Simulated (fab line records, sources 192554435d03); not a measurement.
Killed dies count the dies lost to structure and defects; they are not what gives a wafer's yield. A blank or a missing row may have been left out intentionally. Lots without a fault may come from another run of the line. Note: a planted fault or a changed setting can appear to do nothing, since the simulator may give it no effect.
fab line records :: flow n5_finfet :: part 2 of 2: steps 21 to 27 of 27
record:
  lots: 5
  wafers: 15
  last_day: 19
route steps=1938 shown BEOL_M1@752
lots with no fault: from the same line, run without faults
start_h: start of the lot's first displayed wafer, in hours after the record's first day :: wait_h: time in hours since the lot's previous step :: " repeats the value in the row above :: L1.1+2: a single row standing in for several wafers :: - value missing, or start not given :: * or withheld: withheld :: < > ~ a bound
route shown NAME@n: a module of which the file shows steps, and the number in the route of the first :: usual: the fault-free wafers' mean and standard deviation :: same: alike in all rows :: chamber/n: place in a boat :: sites: per-site readings :: _std_site: the standard deviation of these :: _edge_site: inner sites' mean taken away from outer sites' mean :: radius_mm: for every site, how far away it sits from the centre of the wafer :: mask NAME#n: copy n :: behind: the last tool/chamber to shape the wafer :: hold: cause of the lot's hold/its duration in hours/its outcome :: device: the transistor (n, p or np) that didn't switch :: end of line: at the end of the route, the tests of the same wafers :: a step given without rows: its recipe and nothing more :: killed: not the wafer's yield, but the dies lost to structure and defects at the first sort :: map: the dies of a wafer, with x for killed, . for not killed, _ for no die there
set.NAME: the run value of the setting; set.NAME@STEP: its run value at that earlier step :: model.NAME: the simulator's own value behind a step, which no gauge read
lots seen at some steps along the route; tables by step, rows by wafer
services: from which hour (start_h, from the record's first day; less than 0 if before it) a tool's chamber was out of use, for how many hours, and why
== steps ==
step: N5_BEOL_M1_STRIP_75
recipe:
  chemistry: N2/H2
  temp_c: 40
  n2_flow_sccm: 200
  h2_flow_sccm: 200
  rf_frequency_hz: 6e+07
lot.wafer: L075.1+4+5
tool: rie_diel-02
chamber: 3,1,1
start_h: 133.09
wait_h: 0.0

lot.wafer: L076.3+5+6
tool: rie_diel-06
chamber: 0,0,1
start_h: 139.03
wait_h: 0.0

lot.wafer: L082.1+4+6
tool: rie_diel-06
chamber: 1,3,2
start_h: 175.36
wait_h: 0.0

lot.wafer: L086.1+5+6
tool: rie_diel-02
chamber: 0,0,1
start_h: 198.40
wait_h: 0.0

lot.wafer: L097.3+4+6
tool: rie_diel-06
chamber: 1,0,3
start_h: 274.34
wait_h: 0.0
step: N5_BEOL_M1_STRIP_66
recipe:
  chemistry: CF4
  resist: SiARC
  power_w: 300
  bias_power_w: 75
  pressure_mtorr: 50
  cf4_flow_sccm: 150
  rf_frequency_hz: 6e+07
usual:
  drypump_motor_current_A: 5.6/0.48
  oes_product_au: 0.80/0.099
  rf_vpp_V: 271.2/1.6
  showerhead_plenum_p_Torr: 1.80/0.061
  throttle_valve_pct: 13.56/0.27
lot.wafer: L075.1
tool: rie_diel-02
chamber: 3
start_h: 133.10
wait_h: 0.0
drypump_motor_current_A: 5.8
oes_product_au: 0.79
rf_hours_counter_h: 77
rf_vpp_V: 268.3
showerhead_plenum_p_Torr: 1.75
throttle_valve_pct: 13.86

lot.wafer: L075.4
tool: rie_diel-02
chamber: 1
start_h: 133.10
wait_h: 0.0
drypump_motor_current_A: 6.4
oes_product_au: 0.93
rf_hours_counter_h: 11
rf_vpp_V: 272.4
showerhead_plenum_p_Torr: 1.83
throttle_valve_pct: 13.20

lot.wafer: L075.5
tool: rie_diel-02
chamber: 1
start_h: 133.10
wait_h: 0.0
drypump_motor_current_A: 6.3
oes_product_au: 0.93
rf_hours_counter_h: -
rf_vpp_V: 272.0
showerhead_plenum_p_Torr: 1.83
throttle_valve_pct: 13.21

lot.wafer: L076.3
tool: rie_diel-06
chamber: 0
start_h: 139.04
wait_h: 0.0
drypump_motor_current_A: 5.2
oes_product_au: 0.98
rf_hours_counter_h: 1
rf_vpp_V: 270.8
showerhead_plenum_p_Torr: 1.77
throttle_valve_pct: 13.25

lot.wafer: L076.5
tool: rie_diel-06
chamber: 0
start_h: 139.04
wait_h: 0.0
drypump_motor_current_A: 5.2
oes_product_au: 0.98
rf_hours_counter_h: -
rf_vpp_V: 269.4
showerhead_plenum_p_Torr: 1.77
throttle_valve_pct: 13.26

lot.wafer: L076.6
tool: rie_diel-06
chamber: 1
start_h: 139.04
wait_h: 0.0
drypump_motor_current_A: 5.6
oes_product_au: 0.71
rf_hours_counter_h: -
rf_vpp_V: 270.5
showerhead_plenum_p_Torr: 1.86
throttle_valve_pct: 13.99

lot.wafer: L082.1
tool: rie_diel-06
chamber: 1
start_h: 175.37
wait_h: 0.0
drypump_motor_current_A: 5.6
oes_product_au: 0.70
rf_hours_counter_h: 212
rf_vpp_V: 271.6
showerhead_plenum_p_Torr: 1.85
throttle_valve_pct: 14.02

lot.wafer: L082.4
tool: rie_diel-06
chamber: 3
start_h: 175.37
wait_h: 0.0
drypump_motor_current_A: 5.5
oes_product_au: 0.69
rf_hours_counter_h: 202
rf_vpp_V: 271.1
showerhead_plenum_p_Torr: 1.78
throttle_valve_pct: 13.88

lot.wafer: L082.6
tool: rie_diel-06
chamber: 2
start_h: 175.37
wait_h: 0.0
drypump_motor_current_A: 6.4
oes_product_au: 0.75
rf_hours_counter_h: -
rf_vpp_V: 269.2
showerhead_plenum_p_Torr: 1.72
throttle_valve_pct: 13.43

lot.wafer: L086.1
tool: rie_diel-02
chamber: 0
start_h: 198.41
wait_h: 0.0
drypump_motor_current_A: 5.6
oes_product_au: 0.91
rf_hours_counter_h: 22
rf_vpp_V: 268.5
showerhead_plenum_p_Torr: 1.75
throttle_valve_pct: 13.33

lot.wafer: L086.5
tool: rie_diel-02
chamber: 0
start_h: 198.41
wait_h: 0.0
drypump_motor_current_A: 5.6
oes_product_au: 0.90
rf_hours_counter_h: -
rf_vpp_V: 271.4
showerhead_plenum_p_Torr: 1.75
throttle_valve_pct: 13.34

lot.wafer: L086.6
tool: rie_diel-02
chamber: 1
start_h: 198.41
wait_h: 0.0
drypump_motor_current_A: 6.3
oes_product_au: 0.89
rf_hours_counter_h: -
rf_vpp_V: 273.2
showerhead_plenum_p_Torr: 1.83
throttle_valve_pct: 13.24

lot.wafer: L097.3
tool: rie_diel-06
chamber: 1
start_h: 274.35
wait_h: 0.0
drypump_motor_current_A: 5.6
oes_product_au: 0.68
rf_hours_counter_h: 235
rf_vpp_V: 271.5
showerhead_plenum_p_Torr: 1.85
throttle_valve_pct: 14.08

lot.wafer: L097.4
tool: rie_diel-06
chamber: 0
start_h: 274.35
wait_h: 0.0
drypump_motor_current_A: 5.2
oes_product_au: 0.88
rf_hours_counter_h: 34
rf_vpp_V: 271.5
showerhead_plenum_p_Torr: 1.76
throttle_valve_pct: 13.33

lot.wafer: L097.6
tool: rie_diel-06
chamber: 3
start_h: 274.35
wait_h: 0.0
drypump_motor_current_A: 5.4
oes_product_au: 0.68
rf_hours_counter_h: -
rf_vpp_V: 269.7
showerhead_plenum_p_Torr: 1.77
throttle_valve_pct: 13.94
step: N5_BEOL_M1_HM_OPEN_17
recipe:
  chemistry: Cl2/BCl3
  target_depth_a: 200
  overetch_a: 60
  target: TiN
  mask_material: SOC
  ion_energy_ev: 150
  pressure_mtorr: 10
  icp_w: 1000
  bias_w: 126
  Cl2_flow_sccm: 53.25
  bcl3_flow_sccm: 21.75
  Ar_flow_sccm: 25
usual:
  bias_w: 126.0/0.35
  drypump_motor_current_A: 5.96/0.13
  oes_product_au: 0.67/0.075
  throttle_valve_pct: 21.96/0.23
lot.wafer: L075.1
tool: rie_metal-01
chamber: 1
start_h: 133.22
wait_h: 0.1
bias_w: 125.8
drypump_motor_current_A: 5.90
oes_product_au: 0.75
rf_hours_counter_h: 13
throttle_valve_pct: 21.77

lot.wafer: L075.4
tool: rie_metal-01
chamber: 1
start_h: 133.22
wait_h: 0.1
bias_w: 126.2
drypump_motor_current_A: 5.89
oes_product_au: 0.76
rf_hours_counter_h: -
throttle_valve_pct: 21.76

lot.wafer: L075.5
tool: rie_metal-01
chamber: 1
start_h: 133.22
wait_h: 0.1
bias_w: 125.4
drypump_motor_current_A: 5.90
oes_product_au: 0.75
rf_hours_counter_h: -
throttle_valve_pct: 21.79

lot.wafer: L076.3
tool: rie_metal-02
chamber: 1
start_h: 139.11
wait_h: 0.1
bias_w: 125.9
drypump_motor_current_A: 5.81
oes_product_au: 0.68
rf_hours_counter_h: -
throttle_valve_pct: 21.84

lot.wafer: L076.5
tool: rie_metal-02
chamber: 1
start_h: 139.11
wait_h: 0.1
bias_w: 126.0
drypump_motor_current_A: 5.79
oes_product_au: 0.67
rf_hours_counter_h: -
throttle_valve_pct: 21.83

lot.wafer: L076.6
tool: rie_metal-02
chamber: 0
start_h: 139.11
wait_h: 0.1
bias_w: 125.8
drypump_motor_current_A: 6.17
oes_product_au: 0.68
rf_hours_counter_h: -
throttle_valve_pct: 22.36

lot.wafer: L082.1
tool: rie_metal-01
chamber: 1
start_h: 175.41
wait_h: 0.0
bias_w: 125.5
drypump_motor_current_A: 5.93
oes_product_au: 0.73
rf_hours_counter_h: 17
throttle_valve_pct: 21.79

lot.wafer: L082.4
tool: rie_metal-01
chamber: 0
start_h: 175.41
wait_h: 0.0
bias_w: 126.5
drypump_motor_current_A: 6.04
oes_product_au: 0.56
rf_hours_counter_h: -
throttle_valve_pct: 21.86

lot.wafer: L082.6
tool: rie_metal-01
chamber: 0
start_h: 175.41
wait_h: 0.0
bias_w: 126.2
drypump_motor_current_A: 6.03
oes_product_au: 0.55
rf_hours_counter_h: -
throttle_valve_pct: 21.86

lot.wafer: L086.1
tool: rie_metal-01
chamber: 0
start_h: 198.45
wait_h: 0.0
bias_w: 126.1
drypump_motor_current_A: 6.05
oes_product_au: 0.55
rf_hours_counter_h: 108
throttle_valve_pct: 21.86

lot.wafer: L086.5
tool: rie_metal-01
chamber: 1
start_h: 198.45
wait_h: 0.0
bias_w: 126.6
drypump_motor_current_A: 5.94
oes_product_au: 0.72
rf_hours_counter_h: -
throttle_valve_pct: 21.78

lot.wafer: L086.6
tool: rie_metal-01
chamber: 0
start_h: 198.45
wait_h: 0.0
bias_w: 126.2
drypump_motor_current_A: 6.06
oes_product_au: 0.55
rf_hours_counter_h: -
throttle_valve_pct: 21.87

lot.wafer: L097.3
tool: rie_metal-02
chamber: 1
start_h: 274.42
wait_h: 0.1
bias_w: 126.3
drypump_motor_current_A: 5.83
oes_product_au: 0.66
rf_hours_counter_h: -
throttle_valve_pct: 21.84

lot.wafer: L097.4
tool: rie_metal-02
chamber: 0
start_h: 274.42
wait_h: 0.1
bias_w: 126.0
drypump_motor_current_A: 6.17
oes_product_au: 0.66
rf_hours_counter_h: -
throttle_valve_pct: 22.37

lot.wafer: L097.6
tool: rie_metal-02
chamber: 1
start_h: 274.42
wait_h: 0.1
bias_w: 126.6
drypump_motor_current_A: 5.82
oes_product_au: 0.65
rf_hours_counter_h: -
throttle_valve_pct: 21.85
step: N5_BEOL_M1_STRIP_19
recipe:
  chemistry: O2
  power_w: 400
  temp_c: 40
  pressure_mtorr: 30
  rf_frequency_hz: 6e+07
  bias_power_w: 0
  overash_fraction: 0.2
  o2_flow_sccm: 225
usual:
  drypump_motor_current_A: 5.6/0.44
  oes_product_au: 0.79/0.097
  rf_vpp_V: 3.7/0.51
  showerhead_plenum_p_Torr: 2.11/0.075
  throttle_valve_pct: 16.73/0.24
lot.wafer: L075.1
tool: rie_diel-06
chamber: 3
start_h: 133.39
wait_h: 0.1
drypump_motor_current_A: 5.4
oes_product_au: 0.70
rf_hours_counter_h: 192
rf_vpp_V: 3.3
showerhead_plenum_p_Torr: 2.07
throttle_valve_pct: 16.89

lot.wafer: L075.4
tool: rie_diel-06
chamber: 3
start_h: 133.39
wait_h: 0.1
drypump_motor_current_A: 5.4
oes_product_au: 0.71
rf_hours_counter_h: -
rf_vpp_V: 4.9
showerhead_plenum_p_Torr: 2.07
throttle_valve_pct: 16.87

lot.wafer: L075.5
tool: rie_diel-06
chamber: 3
start_h: 133.39
wait_h: 0.1
drypump_motor_current_A: 5.4
oes_product_au: 0.71
rf_hours_counter_h: -
rf_vpp_V: 3.2
showerhead_plenum_p_Torr: 2.07
throttle_valve_pct: 16.87

lot.wafer: L076.3
tool: rie_diel-06
chamber: 3
start_h: 139.19
wait_h: 0.1
drypump_motor_current_A: 5.5
oes_product_au: 0.71
rf_hours_counter_h: 194
rf_vpp_V: 3.4
showerhead_plenum_p_Torr: 2.07
throttle_valve_pct: 16.88

lot.wafer: L076.5
tool: rie_diel-06
chamber: 1
start_h: 139.19
wait_h: 0.1
drypump_motor_current_A: 5.6
oes_product_au: 0.72
rf_hours_counter_h: -
rf_vpp_V: 4.5
showerhead_plenum_p_Torr: 2.17
throttle_valve_pct: 17.08

lot.wafer: L076.6
tool: rie_diel-06
chamber: 0
start_h: 139.19
wait_h: 0.1
drypump_motor_current_A: 5.2
oes_product_au: 1.00
rf_hours_counter_h: -
rf_vpp_V: 3.6
showerhead_plenum_p_Torr: 2.07
throttle_valve_pct: 16.40

lot.wafer: L082.1
tool: rie_diel-06
chamber: 0
start_h: 175.62
wait_h: 0.2
drypump_motor_current_A: 5.2
oes_product_au: 0.95
rf_hours_counter_h: 9
rf_vpp_V: 3.3
showerhead_plenum_p_Torr: 2.06
throttle_valve_pct: 16.44

lot.wafer: L082.4
tool: rie_diel-06
chamber: 1
start_h: 175.62
wait_h: 0.2
drypump_motor_current_A: 5.6
oes_product_au: 0.71
rf_hours_counter_h: 212
rf_vpp_V: 3.2
showerhead_plenum_p_Torr: 2.17
throttle_valve_pct: 17.09

lot.wafer: L082.6
tool: rie_diel-06
chamber: 2
start_h: 175.62
wait_h: 0.2
drypump_motor_current_A: 6.4
oes_product_au: 0.74
rf_hours_counter_h: -
rf_vpp_V: 4.2
showerhead_plenum_p_Torr: 2.01
throttle_valve_pct: 16.55

lot.wafer: L086.1
tool: rie_diel-06
chamber: 3
start_h: 198.56
wait_h: 0.1
drypump_motor_current_A: 5.5
oes_product_au: 0.70
rf_hours_counter_h: 208
rf_vpp_V: 4.2
showerhead_plenum_p_Torr: 2.07
throttle_valve_pct: 16.91

lot.wafer: L086.5
tool: rie_diel-06
chamber: 3
start_h: 198.56
wait_h: 0.1
drypump_motor_current_A: 5.4
oes_product_au: 0.69
rf_hours_counter_h: -
rf_vpp_V: 3.5
showerhead_plenum_p_Torr: 2.07
throttle_valve_pct: 16.93

lot.wafer: L086.6
tool: rie_diel-06
chamber: 0
start_h: 198.56
wait_h: 0.1
drypump_motor_current_A: 5.2
oes_product_au: 0.94
rf_hours_counter_h: -
rf_vpp_V: 3.4
showerhead_plenum_p_Torr: 2.06
throttle_valve_pct: 16.44

lot.wafer: L097.3
tool: rie_diel-03
chamber: 0
start_h: 274.50
wait_h: 0.1
drypump_motor_current_A: 4.8
oes_product_au: 0.81
rf_hours_counter_h: 72
rf_vpp_V: 3.0
showerhead_plenum_p_Torr: 2.04
throttle_valve_pct: 16.51

lot.wafer: L097.4
tool: rie_diel-03
chamber: 3
start_h: 274.50
wait_h: 0.1
drypump_motor_current_A: 5.5
oes_product_au: 0.87
rf_hours_counter_h: 46
rf_vpp_V: 4.3
showerhead_plenum_p_Torr: 2.23
throttle_valve_pct: 16.52

lot.wafer: L097.6
tool: rie_diel-03
chamber: 2
start_h: 274.50
wait_h: 0.1
drypump_motor_current_A: 5.3
oes_product_au: 0.93
rf_hours_counter_h: -
rf_vpp_V: 3.9
showerhead_plenum_p_Torr: 2.24
throttle_valve_pct: 16.56
step: N5_BEOL_M1_CD_MEAS_18
recipe:
  pitch_nm: 36
  target_cd_nm: 18
usual:
  cd_nm: 18.1/0.31
lot.wafer: L075.1
tool: cd_sem-02
chamber: -
start_h: 133.48
wait_h: 0.1
cd_nm: 18.1

lot.wafer: L075.4
tool: cd_sem-02
chamber: -
start_h: 133.48
wait_h: 0.1
cd_nm: 18.2

lot.wafer: L075.5
tool: cd_sem-02
chamber: -
start_h: 133.48
wait_h: 0.1
cd_nm: 18.5

lot.wafer: L076.3
tool: cd_sem-01
chamber: -
start_h: 139.26
wait_h: 0.1
cd_nm: 18.3

lot.wafer: L076.5
tool: cd_sem-01
chamber: -
start_h: 139.26
wait_h: 0.1
cd_nm: 17.8

lot.wafer: L076.6
tool: cd_sem-01
chamber: -
start_h: 139.26
wait_h: 0.1
cd_nm: 17.9

lot.wafer: L082.1
tool: cd_sem-02
chamber: -
start_h: 175.69
wait_h: 0.0
cd_nm: 18.0

lot.wafer: L082.4
tool: cd_sem-02
chamber: -
start_h: 175.69
wait_h: 0.0
cd_nm: 17.3

lot.wafer: L082.6
tool: cd_sem-02
chamber: -
start_h: 175.69
wait_h: 0.0
cd_nm: 17.7

lot.wafer: L086.1
tool: cd_sem-01
chamber: -
start_h: 198.63
wait_h: 0.0
cd_nm: 18.0

lot.wafer: L086.5
tool: cd_sem-01
chamber: -
start_h: 198.63
wait_h: 0.0
cd_nm: 18.3

lot.wafer: L086.6
tool: cd_sem-01
chamber: -
start_h: 198.63
wait_h: 0.0
cd_nm: 18.3

lot.wafer: L097.3
tool: cd_sem-02
chamber: -
start_h: 274.58
wait_h: 0.1
cd_nm: 17.8

lot.wafer: L097.4
tool: cd_sem-02
chamber: -
start_h: 274.58
wait_h: 0.1
cd_nm: 17.7

lot.wafer: L097.6
tool: cd_sem-02
chamber: -
start_h: 274.58
wait_h: 0.1
cd_nm: 18.4
step: N5_BEOL_M1_COAT_67
recipe:
  resist: SOC
  temp_c: 250
  time_s: 60
  spin_rpm: 1500
  resist_thk_nm: 60
usual:
  dispense_pressure_kPa: 52/4
  heater_power_total_W: 500.3/1.9
  spin_speed_rpm: 1500.2/1.1
lot.wafer: L075.1
tool: litho_track-05
chamber: 0
start_h: 133.51
wait_h: 0.0
dispense_pressure_kPa: 56
heater_power_total_W: 502.1
spin_speed_rpm: 1500.2

lot.wafer: L075.4
tool: litho_track-05
chamber: 0
start_h: 133.51
wait_h: 0.0
dispense_pressure_kPa: 56
heater_power_total_W: 501.0
spin_speed_rpm: 1500.2

lot.wafer: L075.5
tool: litho_track-05
chamber: 0
start_h: 133.51
wait_h: 0.0
dispense_pressure_kPa: 56
heater_power_total_W: 498.9
spin_speed_rpm: 1501.6

lot.wafer: L076.3
tool: litho_track-02
chamber: 0
start_h: 139.29
wait_h: 0.0
dispense_pressure_kPa: 52
heater_power_total_W: 502.2
spin_speed_rpm: 1500.4

lot.wafer: L076.5
tool: litho_track-02
chamber: 0
start_h: 139.29
wait_h: 0.0
dispense_pressure_kPa: 52
heater_power_total_W: 501.6
spin_speed_rpm: 1500.8

lot.wafer: L076.6
tool: litho_track-02
chamber: 0
start_h: 139.29
wait_h: 0.0
dispense_pressure_kPa: 52
heater_power_total_W: 501.2
spin_speed_rpm: 1500.0

lot.wafer: L082.1
tool: litho_track-05
chamber: 0
start_h: 175.72
wait_h: 0.0
dispense_pressure_kPa: 56
heater_power_total_W: 501.4
spin_speed_rpm: 1500.0

lot.wafer: L082.4
tool: litho_track-05
chamber: 0
start_h: 175.72
wait_h: 0.0
dispense_pressure_kPa: 56
heater_power_total_W: 501.1
spin_speed_rpm: 1500.2

lot.wafer: L082.6
tool: litho_track-05
chamber: 0
start_h: 175.72
wait_h: 0.0
dispense_pressure_kPa: 56
heater_power_total_W: 499.3
spin_speed_rpm: 1499.3

lot.wafer: L086.1
tool: litho_track-01
chamber: 0
start_h: 198.67
wait_h: 0.0
dispense_pressure_kPa: 44
heater_power_total_W: 500.4
spin_speed_rpm: 1500.9

lot.wafer: L086.5
tool: litho_track-01
chamber: 0
start_h: 198.67
wait_h: 0.0
dispense_pressure_kPa: 44
heater_power_total_W: 498.8
spin_speed_rpm: 1501.3

lot.wafer: L086.6
tool: litho_track-01
chamber: 0
start_h: 198.67
wait_h: 0.0
dispense_pressure_kPa: 44
heater_power_total_W: 498.1
spin_speed_rpm: 1499.4

lot.wafer: L097.3
tool: litho_track-02
chamber: 0
start_h: 274.62
wait_h: 0.0
dispense_pressure_kPa: 52
heater_power_total_W: 502.2
spin_speed_rpm: 1500.9

lot.wafer: L097.4
tool: litho_track-02
chamber: 0
start_h: 274.62
wait_h: 0.0
dispense_pressure_kPa: 52
heater_power_total_W: 503.1
spin_speed_rpm: 1501.2

lot.wafer: L097.6
tool: litho_track-02
chamber: 0
start_h: 274.62
wait_h: 0.0
dispense_pressure_kPa: 52
heater_power_total_W: 497.4
spin_speed_rpm: 1499.5
step: N5_BEOL_M1_COAT_68
recipe:
  resist: SiARC
  temp_c: 220
  time_s: 60
  spin_rpm: 1500
  resist_thk_nm: 12
usual:
  dispense_pressure_kPa: 52/4
  heater_power_total_W: 427.4/2.1
  spin_speed_rpm: 1500.0/1.1
lot.wafer: L075.1
tool: litho_track-05
chamber: 0
start_h: -
wait_h: -
dispense_pressure_kPa: 56
heater_power_total_W: 425.9
spin_speed_rpm: 1500.7

lot.wafer: L075.4
tool: litho_track-05
chamber: 0
start_h: -
wait_h: -
dispense_pressure_kPa: 56
heater_power_total_W: 426.4
spin_speed_rpm: 1500.3

lot.wafer: L075.5
tool: litho_track-05
chamber: 0
start_h: -
wait_h: -
dispense_pressure_kPa: 56
heater_power_total_W: 429.8
spin_speed_rpm: 1500.6

lot.wafer: L076.3
tool: litho_track-02
chamber: 0
start_h: -
wait_h: -
dispense_pressure_kPa: 52
heater_power_total_W: 429.8
spin_speed_rpm: 1502.1

lot.wafer: L076.5
tool: litho_track-02
chamber: 0
start_h: -
wait_h: -
dispense_pressure_kPa: 52
heater_power_total_W: 425.1
spin_speed_rpm: 1499.3

lot.wafer: L076.6
tool: litho_track-02
chamber: 0
start_h: -
wait_h: -
dispense_pressure_kPa: 52
heater_power_total_W: 429.9
spin_speed_rpm: 1500.4

lot.wafer: L082.1
tool: litho_track-05
chamber: 0
start_h: -
wait_h: -
dispense_pressure_kPa: 56
heater_power_total_W: 427.2
spin_speed_rpm: 1499.3

lot.wafer: L082.4
tool: litho_track-05
chamber: 0
start_h: -
wait_h: -
dispense_pressure_kPa: 56
heater_power_total_W: 426.6
spin_speed_rpm: 1500.0

lot.wafer: L082.6
tool: litho_track-05
chamber: 0
start_h: -
wait_h: -
dispense_pressure_kPa: 56
heater_power_total_W: 427.5
spin_speed_rpm: 1499.9

lot.wafer: L086.1
tool: litho_track-01
chamber: 0
start_h: -
wait_h: -
dispense_pressure_kPa: 44
heater_power_total_W: 430.8
spin_speed_rpm: 1500.1

lot.wafer: L086.5
tool: litho_track-01
chamber: 0
start_h: -
wait_h: -
dispense_pressure_kPa: 44
heater_power_total_W: 428.4
spin_speed_rpm: 1499.9

lot.wafer: L086.6
tool: litho_track-01
chamber: 0
start_h: -
wait_h: -
dispense_pressure_kPa: 44
heater_power_total_W: 426.6
spin_speed_rpm: 1500.5

lot.wafer: L097.3
tool: litho_track-02
chamber: 0
start_h: -
wait_h: -
dispense_pressure_kPa: 52
heater_power_total_W: 425.2
spin_speed_rpm: 1497.8

lot.wafer: L097.4
tool: litho_track-02
chamber: 0
start_h: -
wait_h: -
dispense_pressure_kPa: 52
heater_power_total_W: 424.2
spin_speed_rpm: 1499.4

lot.wafer: L097.6
tool: litho_track-02
chamber: 0
start_h: -
wait_h: -
dispense_pressure_kPa: 52
heater_power_total_W: 428.7
spin_speed_rpm: 1501.6
== services ==
tool: euv_scanner-02
chamber: -
start_h: 113.53
hours: 1.0
kind: pm

tool: rie_diel-06
chamber: 2
start_h: 125.76
hours: 11.1
kind: repair

tool: pecvd-02
chamber: -
start_h: 139.06
hours: 14.6
kind: pm

tool: euv_scanner-01
chamber: -
start_h: 140.86
hours: 2.2
kind: repair

tool: euv_scanner-01
chamber: -
start_h: 150.74
hours: 1.0
kind: pm

tool: rie_diel-06
chamber: -
start_h: 158.33
hours: 2.8
kind: pm

tool: euv_scanner-02
chamber: -
start_h: 160.46
hours: 5.8
kind: pm

tool: pecvd-01
chamber: -
start_h: 162.71
hours: 0.8
kind: repair

tool: rie_diel-06
chamber: 2
start_h: 163.27
hours: 9.2
kind: repair

tool: pecvd-01
chamber: 0
start_h: 165.33
hours: 2.4
kind: repair

tool: euv_scanner-02
chamber: -
start_h: 167.86
hours: 1.9
kind: repair

tool: euv_scanner-02
chamber: -
start_h: 169.79
hours: 1.0
kind: pm

tool: euv_scanner-01
chamber: -
start_h: 173.59
hours: 6.2
kind: pm

tool: rie_metal-01
chamber: 1
start_h: 177.48
hours: 3.6
kind: repair

tool: pecvd-01
chamber: -
start_h: 181.09
hours: 0.6
kind: repair

tool: euv_scanner-01
chamber: -
start_h: 182.29
hours: 5.2
kind: repair

tool: rie_metal-01
chamber: -
start_h: 192.91
hours: 1.4
kind: pm

tool: euv_scanner-01
chamber: -
start_h: 206.84
hours: 1.0
kind: pm

tool: rie_diel-02
chamber: 2
start_h: 214.00
hours: 6.4
kind: repair

tool: rie_diel-02
chamber: 1
start_h: 219.30
hours: 40.8
kind: repair

tool: euv_scanner-02
chamber: -
start_h: 225.83
hours: 1.0
kind: pm

tool: rie_metal-01
chamber: -
start_h: 239.29
hours: 14.6
kind: pm

tool: euv_scanner-02
chamber: -
start_h: 251.58
hours: 4.6
kind: pm

tool: rie_diel-06
chamber: 3
start_h: 252.54
hours: 2.8
kind: repair
